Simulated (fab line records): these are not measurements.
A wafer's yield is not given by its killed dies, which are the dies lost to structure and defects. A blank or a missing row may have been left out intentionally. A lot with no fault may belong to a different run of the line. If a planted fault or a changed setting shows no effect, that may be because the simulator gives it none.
Comparing a struck lot with a sound one || flow nand-harc || 13 out of 1159 route steps
Sound: wafers L169.1, L169.2, L169.6. The struck wafers were L184.1, L184.5, L184.6. The cause is named last.
Order at every step that has rows: each side's tool, ch and its chambers, its first start. Under that, the readings that differ: sound wafers || struck wafers || difference of the means || sigmas: that difference in standard deviations of wafers without a fault.
alike: a reading whose means differ by less than 2 such deviations, as well as words and numbers matching on both sides. not compared: withheld readings; readings where some wafer has no value; bounds like >300 that might hide an equal value; numbers whose values overlap and for which the record gives no deviation.
A row with sigmas, a row that says differs or no value, or rows on one side alone: a step with any of these is where the two part. Numbers that have no deviation but don't overlap get no sigmas and don't part them. Lack of a reading on every wafer of one side parts them only where that side has two or more wafers.

NHARC_A_BLC_STRIP_29: strips in CF4.
  sound on rie-diel-02 ch 0,1,3, day 18 04:46; struck on rie-diel-04 ch 1,2,3, day 22 20:58
  alike: drypump-motor-current-A, oes-product-au, rf-vpp-V, showerhead-plenum-p-Torr, throttle-valve-pct
  not compared: rf-hours-counter-h
NHARC_A_BLC_STRIP_21: strips in O2.
  sound on rie-diel-02 ch 0,2,3, day 18 04:52; struck on rie-diel-04 ch 0,2,3, day 22 21:04
  alike: drypump-motor-current-A, oes-product-au, rf-vpp-V, showerhead-plenum-p-Torr, throttle-valve-pct
  not compared: rf-hours-counter-h
then, 3 steps without rows for these wafers: NHARC_A_BLC_STRIP_22 (strips in post etch residue remover, time 600 s); NHARC_A_BLC_DEGAS_30 (time 60 s); NHARC_A_BLC_PRE_CLEAN_31 (time 15 s).
NHARC_A_BLC_PVD_32: deposits Ti, target thk 5 nm, time 17.7 s.
  sound on pvd-sputter-01; struck on pvd-sputter-02
  alike: throttle-valve-pct
NHARC_A_BLC_ALD_23: deposits TiN, target thk 3 nm, pulse time 1 s, ald cycles 150.
  sound on ald-metal-03 ch 2,3, day 18 05:32; struck on ald-metal-04 ch 0,2,3, day 22 21:42
  alike: heater-power-outer-w, heater-power-w, precursor-pulse-height-rel, susceptor-temp-C
NHARC_A_BLC_CVD_24: deposits W, target thk 150 nm, time 434 s.
  sound on cvd-w-02 ch 0,1; struck on cvd-w-02 ch 0,1
  alike: heater-power-outer-w, heater-power-w, susceptor-temp-C, throttle-valve-pct
then, 2 steps without rows for these wafers: NHARC_A_BLC_CMP_25 (polishes, t overpolish 30 s, target thk 150 nm); NHARC_A_BLC_SRD_27.
NHARC_A_BLC_INSPECT_28:
  sound on defect-inspect-02 at day 18 08:26; struck on defect-inspect-02 at day 23 08:47
  alike: raw-defect-count
NHARC_A_M0_DEP_00: deposits SiOC, target thk 150 nm.
  sound on pecvd-03 ch 0,1, day 18 08:35; struck on pecvd-03 ch 1,2, day 23 08:56
  no value came back on the struck wafers for chamber-pressure-Torr (Torr), rf-fwd-power-W (W); on the sound wafers chamber-pressure-Torr (Torr) reads 4.996 4.999 4.993
then, 1 step without rows for these wafers: NHARC_A_M0_DEHYDRATE_01 (time 120 s).

## WHERE THEY PART
Only at NHARC_A_M0_DEP_00, within this record.

WHY: what had been put in by the simulator
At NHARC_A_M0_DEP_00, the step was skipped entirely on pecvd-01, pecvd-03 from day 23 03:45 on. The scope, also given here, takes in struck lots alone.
